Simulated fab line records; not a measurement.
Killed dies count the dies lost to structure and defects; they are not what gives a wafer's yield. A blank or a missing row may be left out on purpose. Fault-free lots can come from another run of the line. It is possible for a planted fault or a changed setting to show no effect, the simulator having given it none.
Matching of chambers ; flow nand_harc ; NHARC_A_M0_CMP_23 on cmp-03 has 4 sister chambers
The step polishes, t overpolish 20 s, target thk 113.75 nm. 14 wafers are shown with their chamber, then 7 later ones without.

EACH WAFER AND ITS CHAMBER
wafer;chamber;motor_current_A (A);time_to_endpoint_s (s)
L077.1;2;13.1;35
L077.4;0;11.4;34
L077.6;0;10.9;31
L081.2;3;10.8;32
L081.4;1;12.7;34
L081.5;2;13.5;29
L082.3;2;13.9;29
L082.5;2;13.6;33
L082.6;3;10.4;36
L089.3;0;11.0;33
L089.4;3;10.0;35
L089.5;0;10.7;31
L091.1;0;10.0;34
L091.3;3;10.7;35

SIGNATURES (means of the wafers above)
reading;chamber 0;chamber 1;chamber 2;chamber 3;scatter within a chamber
motor_current_A;10.800;12.700;13.525;10.475;0.421
time_to_endpoint_s;32.60;34.00;31.50;34.50;2.13
Rule: a wafer's distance from a chamber is the root of the sum, over the readings, of the square of ((its reading less the chamber's mean) divided by the reading's scatter). The wafer belongs to the nearest chamber; if the next one is less than 2 further off, it can't be placed. The scatter: take each reading less its chamber's mean, square it, sum over the shown wafers, divide by the number of wafers less the number of chambers, and take the root.

WAFERS WITH NO CHAMBER GIVEN
wafer;motor_current_A (A);time_to_endpoint_s (s)
L091.4;13.9;31
L092.1;13.1;33
L092.2;13.5;30
L092.5;12.3;32
L094.2;10.8;31
L094.3;10.6;33
L094.4;13.3;30

THE CHAMBER EACH PASSED THROUGH
wafer;from the rows above;in truth
L091.4;2;2
L092.1;can't be placed: 1 or 2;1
L092.2;can't be placed: 2 or 1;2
L092.5;can't be placed: 1 or 2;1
L094.2;can't be placed: 0 or 3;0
L094.3;can't be placed: 0 or 3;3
L094.4;can't be placed: 2 or 1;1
1 of 7 placed correctly. Can't be placed from these rows: 6 (the true chamber is among the candidates in 6). 0 placed wrongly.
